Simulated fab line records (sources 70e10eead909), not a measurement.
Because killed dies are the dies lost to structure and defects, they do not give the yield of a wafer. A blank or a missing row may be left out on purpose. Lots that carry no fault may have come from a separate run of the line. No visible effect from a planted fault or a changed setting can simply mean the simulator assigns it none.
fab line records    flow nand-harc    part 1 of 2: steps 1 to 22 of 31
[record] lots = 5  wafers = 15  last-day = 32
route steps=1302 shown A_STAIRCASE@816
lots that met no fault: from a run of the same line without faults
start-h: start of the lot's first displayed wafer, in hours after the record's first day    wait-h: time in hours since the lot's previous step    " the same as in the row above    L1.1+2: one row covering several wafers at once    - no value, or no start given    * or withheld: withheld    < > ~ a bound
route shown NAME@n: a module of which the file shows steps, and the number in the route of the first    usual: mean and standard deviation over wafers with no fault    same: alike in all rows    chamber/n: place in a boat    sites: per-site readings    _std_site: standard deviation of those values    _edge_site: the outer-site mean with the inner-site mean subtracted    radius-mm: for every site, how far away it sits from the centre of the wafer    mask NAME#n: copy n    behind: the most recent tool/chamber to have shaped the wafer    hold: why the lot went on hold/how many hours it stayed there/how the hold came to an end    device: which transistor (n, p or np) failed to switch    end of line: tests of these same wafers at the route's end    step lacking rows: just its recipe    killed: at the first sort, the dies lost to defects and structure; wafer yield is something else    map: a wafer's dies, x killed, . not, _ none there
set.NAME: the setting that was run; set.NAME@STEP: the one run at that earlier step    model.NAME: the simulator's own value behind a step, which no gauge read
a table for each step, a row for each wafer; lots at some steps of the route
services: a tool's chamber out of use, with start hour (start-h, from the record's first day; less than 0 if before it), hours out, and reason
[[steps]]
[step NHARC_A_STAIRCASE_SRD_298]
lot.wafer   tool          chamber  start-h  wait-h
L084.6+4+2  wet-bench-06  7,0,1    -        -
L085.5+4+1  wet-bench-04  5,0,1    -        -
L092.5+4+2  wet-bench-06  7,0,4    -        -
L091.2+5+1  wet-bench-06  7,0,2    -        -
L093.2+4+1  wet-bench-04  6,7,1    -        -
[step NHARC_A_STAIRCASE_HM_DEP_462]
[recipe] target-thk-a = 8000  temp-c = 400  material = aC
[usual] throttle-valve-pct = 34.999/0.0092
lot.wafer  tool        chamber  start-h  wait-h  throttle-valve-pct
L084.2     acl-dep-03  0        480.83   4.2     35.013
L084.4     "           0        "        "       35.000
L084.6     "           0        "        "       35.012
L085.1     acl-dep-01  0        490.88   0.1     34.999
L085.4     "           0        "        "       34.991
L085.5     "           0        "        "       34.991
L092.2     acl-dep-01  0        555.57   0.7     34.997
L092.4     "           0        "        "       35.007
L092.5     "           0        "        "       34.989
L091.1     acl-dep-02  0        556.04   0.1     35.003
L091.2     "           0        "        "       34.995
L091.5     "           0        "        "       34.999
L093.1     acl-dep-03  0        576.87   0.1     34.998
L093.2     "           0        "        "       34.989
L093.4     "           0        "        "       34.992
[step NHARC_A_STAIRCASE_DEP_301]
[recipe] target-thk-a = 300  target-thk-nm = 30  temp-c = 400  pressure-torr = 3.5  flow-sccm = 200  rf-w = 350  material = SiON
[usual] heater-power-w = 810/94
lot.wafer  tool      chamber  start-h  wait-h  heater-power-w
L084.2     pecvd-01  0        482.39   1.3     903
L084.4     "         1        "        "       810
L084.6     "         2        "        "       737
L085.1     pecvd-02  1        492.75   1.6     705
L085.4     "         0        "        "       905
L085.5     "         1        "        "       720
L092.2     pecvd-02  2        557.16   1.3     801
L092.5     "         1        "        "       740
L092.4     "         2        "        "       800
L091.2     pecvd-01  0        557.91   1.3     936
L091.1     "         1        "        "       819
L091.5     "         2        "        "       683
L093.1     pecvd-04  0        578.78   1.6     869
L093.2     "         1        "        "       787
L093.4     "         2        "        "       865
[step NHARC_A_STAIRCASE_DEHYDRATE_302]
[recipe] temp-c = 150  time-s = 120
[usual] resist-line-temp-C = 22.98/0.11
lot.wafer  tool            chamber  start-h  wait-h  resist-line-temp-C
L084.2     litho-track-02  0        482.66   0.2     23.02
L084.4     "               0        "        "       23.05
L084.6     "               0        "        "       23.02
L085.1     litho-track-02  0        492.99   0.2     23.12
L085.4     "               0        "        "       23.06
L085.5     "               0        "        "       23.06
L092.2     litho-track-05  0        557.41   0.2     22.85
L092.4     "               0        "        "       22.89
L092.5     "               0        "        "       22.95
L091.1     litho-track-02  0        558.16   0.2     23.01
L091.2     "               0        "        "       22.94
L091.5     "               0        "        "       22.93
L093.1     litho-track-03  0        579.02   0.2     23.17
L093.2     "               0        "        "       23.05
L093.4     "               0        "        "       22.94
[step NHARC_A_STAIRCASE_HMDS_303]
[recipe] time-s = 30
[usual] resist-line-temp-C = 23.01/0.097
lot.wafer  tool            chamber  start-h  wait-h  resist-line-temp-C
L084.2     litho-track-02  0        -        -       23.05
L084.4     "               0        "        "       23.12
L084.6     "               0        "        "       22.96
L085.1     litho-track-02  0        -        -       23.04
L085.4     "               0        "        "       23.01
L085.5     "               0        "        "       23.10
L092.2     litho-track-05  0        -        -       23.04
L092.4     "               0        "        "       22.99
L092.5     "               0        "        "       23.07
L091.1     litho-track-02  0        -        -       22.90
L091.2     "               0        "        "       22.86
L091.5     "               0        "        "       22.88
L093.1     litho-track-03  0        -        -       23.16
L093.2     "               0        "        "       23.18
L093.4     "               0        "        "       23.04
[step NHARC_A_STAIRCASE_COAT_304]
[recipe] spin-rpm = 1200
[usual] resist-line-temp-C = 22.99/0.1
lot.wafer  tool            chamber  start-h  wait-h  resist-line-temp-C
L084.2     litho-track-02  0        -        -       22.97
L084.4     "               0        "        "       23.05
L084.6     "               0        "        "       23.11
L085.1     litho-track-02  0        -        -       23.14
L085.4     "               0        "        "       23.02
L085.5     "               0        "        "       23.03
L092.2     litho-track-05  0        -        -       22.83
L092.4     "               0        "        "       22.96
L092.5     "               0        "        "       23.06
L091.1     litho-track-02  0        -        -       23.00
L091.2     "               0        "        "       23.01
L091.5     "               0        "        "       23.03
L093.1     litho-track-03  0        -        -       22.88
L093.2     "               0        "        "       22.78
L093.4     "               0        "        "       22.95
[step NHARC_A_STAIRCASE_SOFTBAKE_305]
[recipe] temp-c = 135  time-s = 170
[usual] resist-line-temp-C = 23.01/0.11
lot.wafer  tool            chamber  start-h  wait-h  resist-line-temp-C
L084.2     litho-track-02  0        -        -       23.07
L084.4     "               0        "        "       22.98
L084.6     "               0        "        "       23.02
L085.1     litho-track-02  0        -        -       23.17
L085.4     "               0        "        "       23.11
L085.5     "               0        "        "       23.01
L092.2     litho-track-05  0        -        -       22.90
L092.4     "               0        "        "       22.96
L092.5     "               0        "        "       23.02
L091.1     litho-track-02  0        -        -       23.02
L091.2     "               0        "        "       22.99
L091.5     "               0        "        "       23.05
L093.1     litho-track-03  0        -        -       23.02
L093.2     "               0        "        "       23.08
L093.4     "               0        "        "       23.01
[step NHARC_A_STAIRCASE_EBR_306]
[usual] resist-line-temp-C = 23.00/0.1
lot.wafer  tool            chamber  start-h  wait-h  resist-line-temp-C
L084.2     litho-track-02  0        -        -       23.15
L084.4     "               0        "        "       22.97
L084.6     "               0        "        "       23.06
L085.1     litho-track-02  0        -        -       22.99
L085.4     "               0        "        "       22.90
L085.5     "               0        "        "       23.01
L092.2     litho-track-05  0        -        -       22.87
L092.4     "               0        "        "       23.04
L092.5     "               0        "        "       22.85
L091.1     litho-track-02  0        -        -       23.07
L091.2     "               0        "        "       22.99
L091.5     "               0        "        "       22.97
L093.1     litho-track-03  0        -        -       22.83
L093.2     "               0        "        "       23.17
L093.4     "               0        "        "       23.13
[step NHARC_A_STAIRCASE_EXPOSE_307]
[recipe] na = 0.5  dose-mj = 45.72  mask-id = CHOP_50
[usual] exposure-dose-mJ-cm2 = 45.72/0.043
lot.wafer  tool            chamber  start-h  wait-h  mask       exposure-dose-mJ-cm2
L084.2     krf-scanner-03  0        483.00   -       CHOP_50#0  45.82
L084.4     "               0        "        "       CHOP_50#0  45.78
L084.6     "               0        "        "       CHOP_50#0  45.77
L085.1     krf-scanner-03  0        493.20   -       CHOP_50#0  45.73
L085.4     "               0        "        "       CHOP_50#0  45.70
L085.5     "               0        "        "       CHOP_50#0  45.71
L092.2     krf-scanner-03  0        557.74   -       CHOP_50#0  45.78
L092.4     "               0        "        "       CHOP_50#0  45.73
L092.5     "               0        "        "       CHOP_50#0  45.79
L091.1     krf-scanner-04  0        558.49   -       CHOP_50#0  45.74
L091.2     "               0        "        "       CHOP_50#0  45.72
L091.5     "               0        "        "       CHOP_50#0  45.75
L093.1     krf-scanner-03  0        579.23   -       CHOP_50#0  45.79
L093.2     "               0        "        "       CHOP_50#0  45.77
L093.4     "               0        "        "       CHOP_50#0  45.73
[step NHARC_A_STAIRCASE_PEB_308]
[recipe] peb-temp-c = 115  peb-time-s = 130
[usual] resist-line-temp-C = 23.01/0.11
lot.wafer  tool            chamber  start-h  wait-h  resist-line-temp-C
L084.2     litho-track-05  0        483.06   0.1     22.99
L084.4     "               0        "        "       22.86
L084.6     "               0        "        "       23.08
L085.1     litho-track-02  0        493.26   0.1     23.07
L085.4     "               0        "        "       23.01
L085.5     "               0        "        "       22.96
L092.2     litho-track-02  0        557.80   0.1     22.85
L092.4     "               0        "        "       22.79
L092.5     "               0        "        "       22.90
L091.1     litho-track-05  0        558.56   0.1     23.05
L091.2     "               0        "        "       22.98
L091.5     "               0        "        "       22.86
L093.1     litho-track-05  0        579.30   0.1     23.19
L093.2     "               0        "        "       23.25
L093.4     "               0        "        "       23.17
[step NHARC_A_STAIRCASE_DEVELOP_309]
[recipe] time-s = 140
[usual] resist-line-temp-C = 23.02/0.097
lot.wafer  tool            chamber  start-h  wait-h  resist-line-temp-C
L084.2     litho-track-05  0        -        -       22.97
L084.4     "               0        "        "       23.08
L084.6     "               0        "        "       22.98
L085.1     litho-track-02  0        -        -       23.10
L085.4     "               0        "        "       23.18
L085.5     "               0        "        "       23.12
L092.2     litho-track-02  0        -        -       22.81
L092.4     "               0        "        "       22.98
L092.5     "               0        "        "       22.91
L091.1     litho-track-05  0        -        -       23.08
L091.2     "               0        "        "       22.98
L091.5     "               0        "        "       23.00
L093.1     litho-track-05  0        -        -       22.75
L093.2     "               0        "        "       22.95
L093.4     "               0        "        "       22.94
[step NHARC_A_STAIRCASE_HARDBAKE_311]
[recipe] temp-c = 120  time-s = 140
[usual] resist-line-temp-C = 23.00/0.1
lot.wafer  tool            chamber  start-h  wait-h  resist-line-temp-C
L084.2     litho-track-03  0        483.28   -       23.16
L084.4     "               0        "        "       23.02
L084.6     "               0        "        "       23.03
L085.1     litho-track-02  0        493.48   -       22.87
L085.4     "               0        "        "       22.87
L085.5     "               0        "        "       22.89
L092.2     litho-track-03  0        558.03   -       23.01
L092.4     "               0        "        "       23.02
L092.5     "               0        "        "       23.10
L091.1     litho-track-02  0        558.77   -       23.07
L091.2     "               0        "        "       23.07
L091.5     "               0        "        "       22.97
L093.1     litho-track-05  0        579.51   -       22.86
L093.2     "               0        "        "       23.03
L093.4     "               0        "        "       23.06
[step NHARC_A_STAIRCASE_DESCUM_312]
[recipe] time-s = 3  o2-flow-sccm = 200  ar-flow-sccm = 0  bias-power-w = 0  chemistry = O2
[usual] drypump-motor-current-A = 5.8/0.53  oes-product-au = 1.001/0.0063  rf-vpp-V = 57.6/0.92  showerhead-plenum-p-Torr = 1.88/0.08  throttle-valve-pct = 11.312/0.0092
lot.wafer  tool         chamber  start-h  wait-h  drypump-motor-current-A  oes-product-au  rf-hours-counter-h  rf-vpp-V  showerhead-plenum-p-Torr  throttle-valve-pct
L084.4     rie-diel-04  2        483.38   -       5.8                      0.996           39                  55.7      1.86                      11.303
L084.2     "            0        "        "       4.6                      0.990           41                  58.2      2.04                      11.317
L084.6     "            1        "        "       4.9                      1.002           -                   58.1      1.78                      11.324
L085.4     rie-diel-10  1        493.58   -       5.2                      0.998           20                  57.1      1.84                      11.321
L085.1     "            3        "        "       5.6                      1.014           15                  57.7      1.83                      11.302
L085.5     "            1        "        "       5.1                      1.005           -                   57.8      1.84                      11.305
L092.2     rie-diel-07  0        558.12   -       6.5                      1.004           21                  57.8      2.01                      11.307
L092.4     "            2        "        "       5.9                      0.985           21                  57.5      1.88                      11.323
L092.5     "            0        "        "       6.5                      1.009           -                   58.4      2.01                      11.309
L091.1     rie-diel-04  2        558.88   -       5.8                      0.996           5                   57.9      1.85                      11.322
L091.2     "            3        "        "       6.2                      1.000           5                   58.1      1.94                      11.304
L091.5     "            1        "        "       4.9                      1.004           -                   57.7      1.77                      11.307
L093.4     rie-diel-04  2        579.61   -       5.8                      0.989           13                  57.7      1.85                      11.306
L093.1     "            3        "        "       6.2                      0.999           11                  58.5      1.94                      11.317
L093.2     "            0        "        "       4.6                      1.003           12                  57.7      2.03                      11.315
[step NHARC_A_STAIRCASE_ETCH_313]
[recipe] cf4-flow-sccm = 100  chf3-flow-sccm = 30  ar-flow-sccm = 0  rf-w = 500  bias-w = 200  chemistry = CF4/CHF3
[usual] drypump-motor-current-A = 5.8/0.5  oes-product-au = 0.936/0.019  rf-vpp-V = 369.9/2.2  showerhead-plenum-p-Torr = 1.55/0.06  throttle-valve-pct = 16.803/0.009
lot.wafer  tool         chamber  start-h  wait-h  drypump-motor-current-A  oes-product-au  rf-hours-counter-h  rf-vpp-V  showerhead-plenum-p-Torr  throttle-valve-pct
L084.4     rie-diel-04  0        483.46   0.1     4.6                      0.975           41                  372.3     1.67                      16.783
L084.2     "            2        "        "       5.8                      0.962           39                  370.1     1.53                      16.805
L084.6     "            3        "        "       6.2                      0.976           -                   370.6     1.60                      16.812
L085.4     rie-diel-10  1        493.67   0.1     5.1                      0.930           20                  369.0     1.52                      16.804
L085.1     "            2        "        "       6.0                      0.934           14                  368.1     1.48                      16.814
L085.5     "            1        "        "       5.2                      0.923           -                   369.7     1.52                      16.801
L092.4     rie-diel-07  2        558.20   0.1     5.9                      0.919           21                  370.1     1.55                      16.795
L092.2     "            1        "        "       5.7                      0.931           18                  369.8     1.53                      16.798
L092.5     "            3        "        "       6.1                      0.924           -                   368.5     1.51                      16.817
L091.2     rie-diel-04  2        558.96   0.1     5.7                      0.987           5                   370.0     1.53                      16.795
L091.1     "            0        "        "       4.6                      0.963           5                   373.5     1.67                      16.779
L091.5     "            2        "        "       5.7                      0.979           -                   369.1     1.53                      16.814
L093.1     rie-diel-04  3        579.69   0.1     6.2                      0.929           11                  370.9     1.59                      16.806
L093.2     "            0        "        "       4.7                      0.934           12                  374.8     1.67                      16.799
L093.4     "            2        "        "       5.8                      0.938           13                  367.0     1.52                      16.805
[step NHARC_A_STAIRCASE_HM_OPEN_463]
[recipe] o2-flow-sccm = 400  cos-flow-sccm = 20  ar-flow-sccm = 0  rf-w = 500  bias-w = 300  chemistry = O2/COS
[usual] drypump-motor-current-A = 5.8/0.49  oes-product-au = 1.001/0.0079  rf-vpp-V = 466.2/2.6  showerhead-plenum-p-Torr = 3.07/0.12  throttle-valve-pct = 28.330/0.0088
lot.wafer  tool         chamber  start-h  wait-h  drypump-motor-current-A  oes-product-au  rf-hours-counter-h  rf-vpp-V  showerhead-plenum-p-Torr  throttle-valve-pct
L084.2     rie-diel-04  2        -        -       5.8                      0.996           39                  465.5     3.04                      28.340
L084.4     "            3        "        "       6.2                      0.992           39                  468.8     3.17                      28.321
L084.6     "            2        "        "       5.8                      1.000           -                   464.4     3.04                      28.332
L085.4     rie-diel-10  1        -        -       5.1                      0.996           20                  464.6     3.01                      28.323
L085.1     "            3        "        "       5.6                      0.994           15                  464.5     3.00                      28.321
L085.5     "            0        "        "       6.3                      1.004           -                   469.1     3.12                      28.331
L092.2     rie-diel-07  3        -        -       6.0                      1.002           24                  464.7     2.99                      28.312
L092.4     "            0        "        "       6.5                      1.008           21                  470.5     3.27                      28.332
L092.5     "            3        "        "       6.1                      1.007           -                   464.0     2.99                      28.338
L091.2     rie-diel-04  3        -        -       6.2                      1.016           5                   468.8     3.16                      28.314
L091.1     "            0        "        "       4.6                      1.015           5                   472.0     3.31                      28.329
L091.5     "            3        "        "       6.2                      1.004           -                   467.5     3.16                      28.333
L093.2     rie-diel-04  3        -        -       6.2                      1.004           12                  467.4     3.16                      28.324
L093.4     "            1        "        "       4.9                      1.000           13                  461.4     2.90                      28.340
L093.1     "            2        "        "       5.7                      0.995           13                  465.0     3.02                      28.328
[step NHARC_A_STAIRCASE_STRIP_464]
[recipe] o2-flow-sccm = 400  cos-flow-sccm = 20  ar-flow-sccm = 0  bias-w = 0  chemistry = O2/COS
lot.wafer   tool         chamber  start-h  wait-h
L084.2+4+6  rie-diel-04  0,2,3    -        -
L085.1+4+5  rie-diel-10  1,2,1    -        -
L092.2+4+5  rie-diel-07  0,2,0    -        -
L091.1+2+5  rie-diel-04  2,0,2    -        -
L093.2+1+4  rie-diel-04  3,0,2    -        -
[step NHARC_A_STAIRCASE_ETCH_453]
[recipe] target-depth-a = 300  overetch-a = 30  time-s = 16.5  ion-energy-ev = 100  cf4-flow-sccm = 80  o2-flow-sccm = 20  ar-flow-sccm = 0  rf-w = 300  bias-w = 100  chemistry = CF4/O2
[usual] drypump-motor-current-A = 5.8/0.5  oes-product-au = 1.002/0.0071  rf-vpp-V = 197.4/1.4  showerhead-plenum-p-Torr = 1.31/0.052  throttle-valve-pct = 13.397/0.0096
lot.wafer  tool         chamber  start-h  wait-h  drypump-motor-current-A  oes-product-au  rf-hours-counter-h  rf-vpp-V  showerhead-plenum-p-Torr  throttle-valve-pct
L084.4     rie-diel-04  3        -        -       6.2                      1.008           39                  198.4     1.36                      13.392
L084.2     "            1        "        "       4.9                      1.005           41                  195.9     1.24                      13.387
L084.6     "            0        "        "       4.6                      0.996           -                   199.1     1.42                      13.400
L085.4     rie-diel-10  3        -        -       5.5                      1.007           15                  194.3     1.28                      13.402
L085.1     "            0        "        "       6.3                      1.004           21                  197.2     1.33                      13.397
L085.5     "            3        "        "       5.5                      1.010           -                   196.6     1.28                      13.391
L092.2     rie-diel-07  0        -        -       6.4                      1.003           21                  197.9     1.40                      13.387
L092.4     "            1        "        "       5.7                      1.006           18                  195.6     1.30                      13.398
L092.5     "            2        "        "       5.9                      0.997           -                   198.3     1.31                      13.391
L091.1     rie-diel-04  1        -        -       5.0                      1.011           5                   196.6     1.24                      13.401
L091.2     "            2        "        "       5.8                      1.013           5                   196.6     1.29                      13.386
L091.5     "            1        "        "       4.9                      1.011           -                   194.9     1.24                      13.402
L093.1     rie-diel-04  1        -        -       4.9                      1.007           13                  195.9     1.24                      13.392
L093.4     "            2        "        "       5.8                      1.004           13                  196.9     1.29                      13.397
L093.2     "            3        "        "       6.2                      0.999           12                  199.4     1.35                      13.389
[step NHARC_A_STAIRCASE_ETCH_315]
[recipe] target-depth-a = 25000  time-s = 607.1  ion-energy-ev = 800  c4f8-flow-sccm = 80  o2-flow-sccm = 60  ar-flow-sccm = withheld  rf-w = 600  bias-w = 3000  chemistry = C4F8/O2/Ar
[usual] oes-product-au = 0.934/0.0086  rf-vpp-V = 1824/10
lot.wafer  tool         chamber  start-h  wait-h  oes-product-au  rf-hours-counter-h  rf-vpp-V
L084.2     rie-diel-04  3        -        -       0.953           39                  1832
L084.4     "            0        "        "       0.944           41                  1842
L084.6     "            3        "        "       0.949           -                   1831
L085.1     rie-diel-10  1        -        -       0.927           21                  1817
L085.4     "            3        "        "       0.928           15                  1816
L085.5     "            2        "        "       0.934           -                   1810
L092.4     rie-diel-07  1        -        -       0.937           19                  1819
L092.2     "            2        "        "       0.929           21                  1823
L092.5     "            0        "        "       0.946           -                   1838
L091.2     rie-diel-04  3        -        -       0.939           5                   1831
L091.1     "            0        "        "       0.944           5                   1842
L091.5     "            3        "        "       0.925           -                   1830
L093.1     rie-diel-04  3        -        -       0.932           12                  1830
L093.4     "            0        "        "       0.938           12                  1842
L093.2     "            2        "        "       0.930           13                  1819
[step NHARC_A_STAIRCASE_STRIP_316]
[recipe] o2-flow-sccm = 500  ar-flow-sccm = 0  bias-w = 0  chemistry = O2
[usual] drypump-motor-current-A = 5.8/0.52  oes-product-au = 1.002/0.007  rf-vpp-V = 57.6/1  showerhead-plenum-p-Torr = 3.48/0.14  throttle-valve-pct = 17.036/0.008
lot.wafer  tool         chamber  start-h  wait-h  drypump-motor-current-A  oes-product-au  rf-hours-counter-h  rf-vpp-V  showerhead-plenum-p-Torr  throttle-valve-pct
L084.2     rie-diel-04  1        -        -       4.9                      1.010           41                  58.1      3.30                      17.036
L084.4     "            2        "        "       5.8                      1.021           39                  58.9      3.43                      17.041
L084.6     "            1        "        "       4.9                      0.998           -                   55.9      3.30                      17.031
L085.1     rie-diel-10  1        -        -       5.2                      0.996           21                  59.6      3.40                      17.039
L085.4     "            3        "        "       5.6                      0.989           15                  57.8      3.39                      17.048
L085.5     "            1        "        "       5.2                      0.994           -                   56.7      3.40                      17.017
L092.2     rie-diel-07  1        -        -       5.7                      0.997           19                  58.2      3.43                      17.031
L092.4     "            0        "        "       6.5                      1.003           21                  57.9      3.69                      17.031
L092.5     "            1        "        "       5.7                      0.989           -                   58.2      3.43                      17.030
L091.2     rie-diel-04  2        -        -       5.8                      1.003           5                   57.1      3.42                      17.033
L091.1     "            3        "        "       6.2                      1.010           5                   58.8      3.57                      17.026
L091.5     "            0        "        "       4.6                      1.004           -                   58.7      3.74                      17.044
L093.4     rie-diel-04  2        -        -       5.8                      0.990           13                  56.8      3.42                      17.039
L093.2     "            3        "        "       6.2                      0.997           12                  58.7      3.57                      17.031
L093.1     "            0        "        "       4.6                      0.999           12                  58.9      3.73                      17.037
[step NHARC_A_STAIRCASE_STRIP_317]
[recipe] time-s = 900  temp-c = 130  chemistry = SPM
[usual] temp-c = 130.01/0.15
lot.wafer  tool          chamber  start-h  wait-h  temp-c
L084.2     wet-bench-06  3        484.72   -       130.20
L084.6     "             4        "        "       129.92
L084.4     "             7        "        "       129.98
L085.1     wet-bench-04  2        494.92   -       129.83
L085.4     "             3        "        "       130.06
L085.5     "             5        "        "       129.78
L092.5     wet-bench-03  5        559.45   -       129.86
L092.2     "             6        "        "       130.07
L092.4     "             0        "        "       130.10
L091.5     wet-bench-03  7        560.22   -       129.92
L091.1     "             0        "        "       129.86
L091.2     "             1        "        "       129.97
L093.1     wet-bench-03  1        580.95   -       130.00
L093.4     "             4        "        "       129.78
L093.2     "             5        "        "       130.00
[step NHARC_A_STAIRCASE_PRECLEAN_318]
[recipe] time-s = *  temp-c = 50  bath-age-min = 0  chemistry = SC1
[usual] diw-flow-mL-min = 1415/4.5  sc1-h2o2-end-mol-l = 0.3698/0.00067  temp-c = 50.00/0.12
lot.wafer  tool          chamber  start-h  wait-h  diw-flow-mL-min  sc1-h2o2-end-mol-l  temp-c
L084.2     wet-bench-06  3        -        -       1412             0.3700              49.79
L084.6     "             4        "        "       1405             0.3700              49.97
L084.4     "             7        "        "       1406             0.3686              49.70
L085.1     wet-bench-04  2        -        -       1422             0.3703              50.12
L085.4     "             3        "        "       1421             0.3697              49.86
L085.5     "             5        "        "       1416             0.3709              50.08
L092.5     wet-bench-03  5        -        -       1417             0.3699              50.02
L092.2     "             6        "        "       1413             0.3701              50.29
L092.4     "             0        "        "       1415             0.3695              50.09
L091.5     wet-bench-03  7        -        -       1414             0.3689              50.06
L091.1     "             0        "        "       1417             0.3700              49.81
L091.2     "             1        "        "       1411             0.3699              49.87
L093.1     wet-bench-03  1        -        -       1417             0.3696              49.91
L093.4     "             4        "        "       1408             0.3697              49.89
L093.2     "             5        "        "       1415             0.3695              50.00
[step NHARC_A_STAIRCASE_SRD_329]
lot.wafer   tool          chamber  start-h  wait-h
L084.2+6+4  wet-bench-06  3,4,7    -        -
L085.1+4+5  wet-bench-04  2,3,5    -        -
L092.5+2+4  wet-bench-03  5,6,0    -        -
L091.5+1+2  wet-bench-03  7,0,1    -        -
L093.1+4+2  wet-bench-03  1,4,5    -        -
